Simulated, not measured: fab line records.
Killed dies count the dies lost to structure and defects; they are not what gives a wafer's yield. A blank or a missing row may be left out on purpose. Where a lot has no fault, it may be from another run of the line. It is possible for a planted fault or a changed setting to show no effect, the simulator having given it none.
Which tool was responsible? ; flow n5Finfet ; 57 wafers from 19 lots sampled at 6 of the route's 1938 steps

WHAT THE GAUGES READ, wafer by wafer
Not one reading of a measure or inspect step in the record can be checked against a usual standard deviation.

TOOL THAT RAN EACH LOT (tool first, then ch and the chambers of the sampled wafers, then the start)
lot;N5_BEOL_M10_SURFACE_TREAT_76;N5_BEOL_M11_DESCUM_16;N5_BEOL_M11_ETCH_65;N5_BEOL_M11_TRENCH_ETCH_37;N5_BEOL_M11_ETCH_41;N5_BEOL_M11_STRIP_77
L076;pvdSputter-03, day 11 02:15;rieDiel-04 ch 1,3, day 11 07:22;rieDiel-03 ch 0,2,3, day 11 10:17;rieDiel-03 ch 0,2,3, no start;rieDiel-03 ch 0,2,3, no start;rieDiel-03 ch 0,2,3, no start
L078;pvdSputter-03, day 11 07:47;rieDiel-04 ch 0,1,2, day 11 11:26;rieDiel-02 ch 0,1, day 11 15:35;rieDiel-02 ch 0,1, no start;rieDiel-02 ch 0,1, no start;rieDiel-02 ch 0,1, no start
L075;pvdSputter-02, day 11 07:55;rieDiel-02 ch 0,2, day 11 11:13;rieDiel-03 ch 0,2, day 11 15:45;rieDiel-03 ch 0,2, no start;rieDiel-03 ch 0,2, no start;rieDiel-03 ch 0,2, no start
L077;pvdSputter-01, day 11 17:12;rieDiel-04 ch 0,1,3, day 11 20:17;rieDiel-04 ch 0,1,2, day 12 00:38;rieDiel-04 ch 0,1,2, no start;rieDiel-04 ch 0,1,2, no start;rieDiel-04 ch 0,1,2, no start
L081;pvdSputter-03, day 11 20:02;rieDiel-03 ch 0,1,2, day 12 01:46;rieDiel-02 ch 0,1, day 12 02:45;rieDiel-02 ch 0,1, no start;rieDiel-02 ch 0,1, no start;rieDiel-02 ch 0,1, no start
L080;pvdSputter-03, day 12 04:59;rieDiel-04 ch 1,2, day 12 10:58;rieDiel-03 ch 0,3, day 12 12:20;rieDiel-03 ch 0,3, no start;rieDiel-03 ch 0,3, no start;rieDiel-03 ch 0,3, no start
L079;pvdSputter-03, day 12 15:24;rieDiel-02 ch 2,3, day 12 18:47;rieDiel-02 ch 0,1,2, day 12 20:23;rieDiel-02 ch 0,1,2, no start;rieDiel-02 ch 0,1,2, no start;rieDiel-02 ch 0,1,2, no start
L083;pvdSputter-02, day 13 08:25;rieDiel-03 ch 0,2,3, day 13 12:04;rieDiel-02 ch 0,1, day 13 13:04;rieDiel-02 ch 0,1, no start;rieDiel-02 ch 0,1, no start;rieDiel-02 ch 0,1, no start
L084;pvdSputter-02, day 13 11:41;rieDiel-03 ch 0,1,3, day 13 14:38;rieDiel-02 ch 0,2, day 13 16:44;rieDiel-02 ch 0,2, no start;rieDiel-02 ch 0,2, no start;rieDiel-02 ch 0,2, no start
L088;pvdSputter-02, day 13 13:07;rieDiel-04 ch 1,2,3, day 13 18:06;rieDiel-04 ch 1,2,3, day 13 20:23;rieDiel-04 ch 1,2,3, no start;rieDiel-04 ch 1,2,3, no start;rieDiel-04 ch 1,2,3, no start
L085;pvdSputter-03, day 13 17:16;rieDiel-02 ch 2,3, day 13 21:08;rieDiel-03 ch 0,1,2, day 13 23:25;rieDiel-03 ch 0,1,2, no start;rieDiel-03 ch 0,1,2, no start;rieDiel-03 ch 0,1,2, no start
L089;pvdSputter-02, day 13 21:38;rieDiel-02 ch 0,2,3, day 14 04:00;rieDiel-03 ch 2,3, day 14 08:21;rieDiel-03 ch 2,3, no start;rieDiel-03 ch 2,3, no start;rieDiel-03 ch 2,3, no start
L090;pvdSputter-02, day 14 09:35;rieDiel-02 ch 0,1,2, day 14 13:22;rieDiel-04 ch 1,2,3, day 14 15:26;rieDiel-04 ch 1,2,3, no start;rieDiel-04 ch 1,2,3, no start;rieDiel-04 ch 1,2,3, no start
L092;pvdSputter-01, day 15 09:36;rieDiel-04 ch 0,2, day 15 15:03;rieDiel-04 ch 0,1,2, day 15 17:52;rieDiel-04 ch 0,1,2, no start;rieDiel-04 ch 0,1,2, no start;rieDiel-04 ch 0,1,2, no start
L093;pvdSputter-03, day 15 19:44;rieDiel-04 ch 0,1, day 15 23:37;rieDiel-02 ch 0,3, day 16 04:35;rieDiel-02 ch 0,3, no start;rieDiel-02 ch 0,3, no start;rieDiel-02 ch 0,3, no start
L097;pvdSputter-02, day 16 05:59;rieDiel-02 ch 0,2, day 16 09:51;rieDiel-02 ch 2,3, day 16 12:40;rieDiel-02 ch 2,3, no start;rieDiel-02 ch 2,3, no start;rieDiel-02 ch 2,3, no start
L096;pvdSputter-03, day 16 16:14;rieDiel-02 ch 0,2, day 16 20:08;rieDiel-03 ch 0,3, day 16 23:21;rieDiel-03 ch 0,3, no start;rieDiel-03 ch 0,3, no start;rieDiel-03 ch 0,3, no start
L094;pvdSputter-01, day 16 17:58;rieDiel-03 ch 1,2,3, day 16 21:08;rieDiel-02 ch 0,3, day 16 22:53;rieDiel-02 ch 0,3, no start;rieDiel-02 ch 0,3, no start;rieDiel-02 ch 0,3, no start
L095;pvdSputter-03, day 17 10:38;rieDiel-02 ch 1,3, day 17 15:28;rieDiel-02 ch 0,2,3, day 17 17:44;rieDiel-02 ch 0,2,3, no start;rieDiel-02 ch 0,2,3, no start;rieDiel-02 ch 0,2,3, no start
- N5_BEOL_M10_SURFACE_TREAT_76
- N5_BEOL_M11_DESCUM_16: chemistry O2, time 7.9 s.
- N5_BEOL_M11_ETCH_65: etches SiARC in CF4, target depth 39 nm, time 65 s.
- N5_BEOL_M11_TRENCH_ETCH_37: etches SiCOH lowk in C4F6/O2, target depth 148.83 nm, time 48 s.
- N5_BEOL_M11_ETCH_41: etches SiCN in CH3F/O2, target depth 42.6 nm, time 86 s.
- N5_BEOL_M11_STRIP_77: strips in N2/H2, time 10 s.

WHAT THE TOOLS THEMSELVES READ (means of the sampled wafers that have a number; where no wafer has one, the mark that the record gives instead)
N5_BEOL_M11_DESCUM_16. Usual: drypumpMotorCurrentA 5.6 A, standard deviation 0.43; oesProductAu 0.78 a.u., standard deviation 0.097; rfVppV 243.1 V, standard deviation 1.3; showerheadPlenumPTorr 2.08 Torr, standard deviation 0.055; throttleValvePct 20.39 %, standard deviation 0.27.
lot;tool;drypumpMotorCurrentA (A);oesProductAu (a.u.);rfVppV (V);showerheadPlenumPTorr (Torr);throttleValvePct (%);flag
L076;rieDiel-04;5.6;0.67;242.7;2.12;20.93;
L078;rieDiel-04;5.8;0.73;243.5;2.14;20.66;
L075;rieDiel-02;5.4;0.74;242.9;2.11;20.25;
L077;rieDiel-04;5.7;0.69;243.8;2.13;20.80;
L081;rieDiel-03;5.4;0.86;242.2;2.05;20.17;
L080;rieDiel-04;5.7;0.72;243.5;2.12;20.82;
L079;rieDiel-02;5.3;0.81;244.1;2.11;20.16;
L083;rieDiel-03;5.7;0.81;243.2;2.06;20.22;
L084;rieDiel-03;5.5;0.83;242.8;2.05;20.36;
L088;rieDiel-04;5.5;0.70;244.7;2.14;20.68;
L085;rieDiel-02;5.2;0.87;243.1;2.08;20.14;
L089;rieDiel-02;5.3;0.81;242.7;2.07;20.25;
L090;rieDiel-02;5.8;0.71;242.4;2.07;20.37;
L092;rieDiel-04;5.9;0.89;243.9;2.15;20.35;
L093;rieDiel-04;5.8;0.99;243.1;2.10;20.57;
L097;rieDiel-02;5.5;0.73;242.2;2.05;20.37;
L096;rieDiel-02;5.5;0.73;242.5;2.05;20.38;
L094;rieDiel-03;5.5;0.79;243.4;2.06;20.41;
L095;rieDiel-02;6.0;0.93;241.8;2.04;20.15;

N5_BEOL_M11_ETCH_65. Usual: value, then standard deviation, for each; drypumpMotorCurrentA 5.6 A / 0.4; etchRfOnTimeS 65.4 s / 1.6; mfcArSccm 100.01 sccm / 0.29; oesProductAu 0.67 a.u. / 0.079; rfVppV 184.0 V / 1; showerheadPlenumPTorr 2.15 Torr / 0.062; throttleValvePct 15.63 % / 0.23.
lot;tool;drypumpMotorCurrentA (A);etchRfOnTimeS (s);mfcArSccm (sccm);oesProductAu (a.u.);rfVppV (V);showerheadPlenumPTorr (Torr);throttleValvePct (%);flag
L076;rieDiel-03;5.7;65.4;99.93;0.71;184.3;2.13;15.52;
L078;rieDiel-02;6.2;64.3;100.04;0.63;184.9;2.10;15.60;
L075;rieDiel-03;5.6;65.4;100.09;0.74;183.8;2.11;15.28;
L077;rieDiel-04;5.8;66.8;100.00;0.61;183.8;2.19;15.87;
L081;rieDiel-02;6.2;65.3;100.11;0.62;182.4;2.10;15.61;
L080;rieDiel-03;5.7;64.9;99.86;0.72;183.7;2.10;15.39;
L079;rieDiel-02;5.8;65.3;100.07;0.63;184.2;2.13;15.56;
L083;rieDiel-02;6.2;65.8;99.77;0.61;183.4;2.10;15.64;
L084;rieDiel-02;5.4;66.8;99.72;0.62;184.0;2.16;15.49;
L088;rieDiel-04;5.5;65.1;100.08;0.61;184.2;2.20;15.86;
L085;rieDiel-03;5.4;65.7;99.89;0.72;183.5;2.11;15.49;
L089;rieDiel-03;5.9;66.1;100.43;0.64;183.3;2.15;15.78;
L090;rieDiel-04;5.5;65.7;100.19;0.60;184.3;2.19;15.88;
L092;rieDiel-04;5.8;64.4;100.10;0.78;183.8;2.19;15.58;
L093;rieDiel-02;5.4;65.1;99.96;0.68;183.1;2.07;15.51;
L097;rieDiel-02;5.2;64.5;100.25;0.71;183.7;2.14;15.55;
L096;rieDiel-03;5.7;65.2;100.12;0.69;183.5;2.09;15.45;
L094;rieDiel-02;5.4;64.8;99.99;0.68;182.5;2.07;15.53;
L095;rieDiel-02;5.3;65.4;99.95;0.66;183.6;2.12;15.54;

N5_BEOL_M11_TRENCH_ETCH_37. Usual: drypumpMotorCurrentA 5.6 A, standard deviation 0.4; mfcArSccm 299.9 sccm, standard deviation 0.86; oesProductAu 0.78 a.u., standard deviation 0.093; rfVppV 665 V, standard deviation 18; showerheadPlenumPTorr 2.86 Torr, standard deviation 0.085; throttleValvePct 21.01 %, standard deviation 0.23.
lot;tool;drypumpMotorCurrentA (A);mfcArSccm (sccm);oesProductAu (a.u.);rfVppV (V);showerheadPlenumPTorr (Torr);throttleValvePct (%);flag
L076;rieDiel-03;5.7;300.5;0.83;665;2.84;20.85;
L078;rieDiel-02;6.2;300.3;0.73;677;2.79;20.93;
L075;rieDiel-03;5.6;299.6;0.88;680;2.82;20.69;
L077;rieDiel-04;5.8;299.8;0.72;658;2.93;21.24;
L081;rieDiel-02;6.2;300.4;0.73;676;2.79;20.94;
L080;rieDiel-03;5.7;300.0;0.85;669;2.81;20.76;
L079;rieDiel-02;5.8;300.3;0.73;681;2.83;20.88;
L083;rieDiel-02;6.2;299.3;0.72;678;2.79;20.96;
L084;rieDiel-02;5.5;299.6;0.72;685;2.87;20.82;
L088;rieDiel-04;5.5;299.5;0.70;662;2.94;21.30;
L085;rieDiel-03;5.4;300.0;0.84;673;2.81;20.86;
L089;rieDiel-03;5.9;298.9;0.76;649;2.85;21.04;
L090;rieDiel-04;5.5;299.3;0.70;663;2.93;21.32;
L092;rieDiel-04;5.8;299.7;0.90;658;2.91;21.04;
L093;rieDiel-02;5.4;299.0;0.81;675;2.76;20.90;
L097;rieDiel-02;5.2;299.4;0.83;648;2.86;20.94;
L096;rieDiel-03;5.7;300.0;0.82;668;2.79;20.82;
L094;rieDiel-02;5.3;300.6;0.80;675;2.76;20.91;
L095;rieDiel-02;5.4;300.3;0.78;669;2.82;20.91;

N5_BEOL_M11_ETCH_41. Usual: drypumpMotorCurrentA 5.6 A, standard deviation 0.41; mfcArSccm 150.0 sccm, standard deviation 0.44; oesProductAu 0.78 a.u., standard deviation 0.092; rfVppV 297.2 V, standard deviation 1.4; showerheadPlenumPTorr 2.01 Torr, standard deviation 0.061; throttleValvePct 16.37 %, standard deviation 0.23.
lot;tool;drypumpMotorCurrentA (A);mfcArSccm (sccm);oesProductAu (a.u.);rfVppV (V);showerheadPlenumPTorr (Torr);throttleValvePct (%);flag
L076;rieDiel-03;5.7;150.3;0.82;297.8;2.00;16.22;
L078;rieDiel-02;6.2;150.2;0.74;296.9;1.96;16.33;
L075;rieDiel-03;5.6;150.0;0.88;296.3;1.98;16.04;
L077;rieDiel-04;5.8;150.2;0.72;298.2;2.05;16.61;
L081;rieDiel-02;6.2;149.4;0.73;296.6;1.96;16.34;
L080;rieDiel-03;5.7;149.8;0.84;296.4;1.97;16.15;
L079;rieDiel-02;5.8;149.9;0.73;296.6;1.99;16.29;
L083;rieDiel-02;6.2;150.2;0.72;296.6;1.96;16.36;
L084;rieDiel-02;5.4;150.0;0.73;297.3;2.02;16.23;
L088;rieDiel-04;5.5;150.1;0.71;297.7;2.06;16.65;
L085;rieDiel-03;5.4;150.0;0.84;297.0;1.97;16.20;
L089;rieDiel-03;5.9;150.0;0.76;296.6;2.00;16.44;
L090;rieDiel-04;5.5;150.2;0.71;297.5;2.06;16.66;
L092;rieDiel-04;5.8;150.0;0.90;298.3;2.05;16.34;
L093;rieDiel-02;5.4;150.2;0.81;295.6;1.93;16.26;
L097;rieDiel-02;5.2;149.5;0.82;297.2;2.00;16.28;
L096;rieDiel-03;5.7;150.0;0.82;296.6;1.96;16.20;
L094;rieDiel-02;5.4;150.6;0.80;296.4;1.93;16.26;
L095;rieDiel-02;5.3;150.0;0.77;297.9;1.98;16.29;

N5_BEOL_M11_STRIP_77. Usual: drypumpMotorCurrentA 5.6 A, standard deviation 0.4; h2FlowSccm 200.0 sccm, standard deviation 0.64; oesProductAu 0.78 a.u., standard deviation 0.095; rfVppV 59.1 V, standard deviation 0.89; showerheadPlenumPTorr 2.54 Torr, standard deviation 0.07; throttleValvePct 23.7 %, standard deviation 0.45.
lot;tool;drypumpMotorCurrentA (A);h2FlowSccm (sccm);oesProductAu (a.u.);rfVppV (V);showerheadPlenumPTorr (Torr);throttleValvePct (%);flag
L076;rieDiel-03;5.7;199.8;0.83;59.5;2.52;23.4;
L078;rieDiel-02;6.2;200.2;0.73;59.0;2.48;24.0;
L075;rieDiel-03;5.6;200.0;0.87;59.0;2.50;23.1;
L077;rieDiel-04;5.8;200.8;0.72;58.7;2.61;24.1;
L081;rieDiel-02;6.2;200.0;0.72;57.9;2.48;24.0;
L080;rieDiel-03;5.7;199.8;0.83;59.6;2.50;23.4;
L079;rieDiel-02;5.8;199.8;0.72;59.1;2.52;23.8;
L083;rieDiel-02;6.2;200.7;0.71;58.8;2.48;24.0;
L084;rieDiel-02;5.5;199.6;0.73;59.8;2.56;23.6;
L088;rieDiel-04;5.5;199.2;0.70;59.5;2.60;24.0;
L085;rieDiel-03;5.4;201.0;0.84;59.5;2.50;23.4;
L089;rieDiel-03;5.9;200.0;0.77;58.8;2.53;23.6;
L090;rieDiel-04;5.5;199.6;0.70;60.1;2.60;24.1;
L092;rieDiel-04;5.8;199.5;0.91;59.6;2.60;23.9;
L093;rieDiel-02;5.4;199.9;0.81;59.5;2.46;23.9;
L097;rieDiel-02;5.2;200.4;0.83;59.7;2.53;23.3;
L096;rieDiel-03;5.7;199.9;0.80;58.5;2.49;23.4;
L094;rieDiel-02;5.4;199.1;0.80;58.5;2.46;23.9;
L095;rieDiel-02;5.3;200.3;0.78;59.0;2.51;23.6;

THE ANSWER, worked out from the rows above alone
Rule: a lot is off if the mean of its wafers that have a number lies more than 3 standard deviations from the usual mean. Also off: a lot with no number at a reading for which 4 or more lots have one. All remaining lots with rows at the step are treated as sound. After the gauges, taken in route order, come the tools' own readings; for these a lot's mean is taken, as printed above. At the first step where some lot is off, the reading lying furthest off is the one used; lots without a number count as furthest.
None of the lots is off at any reading shown; this tells nothing.

WHAT WAS PUT IN BY THE SIMULATOR
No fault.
